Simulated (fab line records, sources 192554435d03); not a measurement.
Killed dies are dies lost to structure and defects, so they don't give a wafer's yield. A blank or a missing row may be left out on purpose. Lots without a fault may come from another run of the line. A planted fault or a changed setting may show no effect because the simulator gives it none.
A struck lot beside a sound one | flow n5_finfet | 14 steps out of a route of 1938
Sound: wafers L331.1, L331.3, L331.5. Struck: wafers L335.2, L335.3, L335.6. The cause comes at the end.
At each step with rows: each side's tool, then ch and its chambers, then its first start. Under that, the readings that differ: sound wafers | struck wafers | difference of the means | sigmas: that difference in standard deviations of wafers without a fault.
alike: readings whose means differ by less than 2 such deviations, and words and numbers that are the same on both sides. not compared: withheld readings, readings that some wafer has no value for, bounds like >300 that may hide the same value, and numbers for which the record gives no deviation and whose values overlap.
The two part at a step that has a row with sigmas, a row that says differs or no value, or rows on one side only. Numbers that don't overlap but have no deviation are shown without sigmas and don't part them. A reading that every wafer of one side lacks parts them only if that side has two wafers or more.

N5_MOL_CONTACT_COAG_CMP_28: polishes, stops on SiNx, t overpolish 0.85 s, target thk 14.522 nm.
  sound on cmp-01 ch 0,2,3, day 5 00:35; struck on cmp-01 ch 1,2,3, day 6 02:35
  alike: motor_current_A, retaining_ring_pressure_frac, slurry_filter_dp_kPa, slurry_flow_ml_min, time_to_endpoint_s
N5_MOL_CONTACT_COAG_THK_MEAS_29:
  sound on film_metro-01, day 5 00:53; struck on film_metro-01, day 6 02:53
  alike: MD_CAP_THK
N5_MOL_CONTACT_COAG_ALD_123: deposits SiNx, target thk 5 nm, pulse time 1 s, purge time 2 s.
  sound on ald_sin-01 ch 1,3, day 5 00:56; struck on ald_sin-04 ch 0,1,3, day 6 02:55
  alike: heater_power_w, precursor_pulse_height_rel
then, 9 steps without rows for these wafers: N5_MOL_CONTACT_COAG_PECVD_31 (deposits SiO2 from TEOS/O2, target thk 46 nm, time 8.9 s); N5_MOL_CONTACT_COAG_COAT_75 (time 60 s, resist thk 60 nm); N5_MOL_CONTACT_COAG_COAT_76 (time 60 s, resist thk 10 nm); N5_MOL_CONTACT_COAG_COAT_77 (time 60 s, resist thk 10 nm); N5_MOL_CONTACT_COAG_COAT_78 (resist thk 40 nm); N5_MOL_CONTACT_COAG_EBR_80; N5_MOL_CONTACT_COAG_SOFTBAKE_79 (time 60 s); N5_MOL_CONTACT_COAG_EXPOSE_81 (exposes mask VG, defocus 0 nm); N5_MOL_CONTACT_COAG_PEB_82 (peb time 60 s).
N5_MOL_CONTACT_COAG_DEVELOP_83: develop time 30 s.
  sound on litho_track-03 ch 0, day 5 01:43; struck on litho_track-02, day 6 03:42
  no value came back on the struck wafers for chill_plate_temp_C (C), develop_time_s (s); on the sound wafers chill_plate_temp_C (C) reads 23.17 23.14 22.98
  reading                                               | sound          | struck     | difference | sigmas
  model.CAR-EUV_of_MOL_CONTACT_COAG_COAT_78.thk_nm (nm) | 39.6 39.6 39.4 | 40 39.8 40 | +0         |
N5_MOL_CONTACT_COAG_CD_MEAS_84: target cd 25.1 nm.
  sound on cd_sem-03 ch 0, day 5 01:46; struck on cd_sem-02 ch 0, day 6 03:46
  reading    | sound             | struck | difference                    | sigmas
  cd_nm (nm) | 25.19 25.22 25.32 | - - -  | no value on the struck wafers |

WHERE THEY PART
First at N5_MOL_CONTACT_COAG_DEVELOP_83; last, within this record, at N5_MOL_CONTACT_COAG_CD_MEAS_84.

WHY: what the simulator had put in
Skipped step whole: litho_track-02, from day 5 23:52 on, at N5_MOL_CONTACT_COAG_DEVELOP_83. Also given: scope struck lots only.
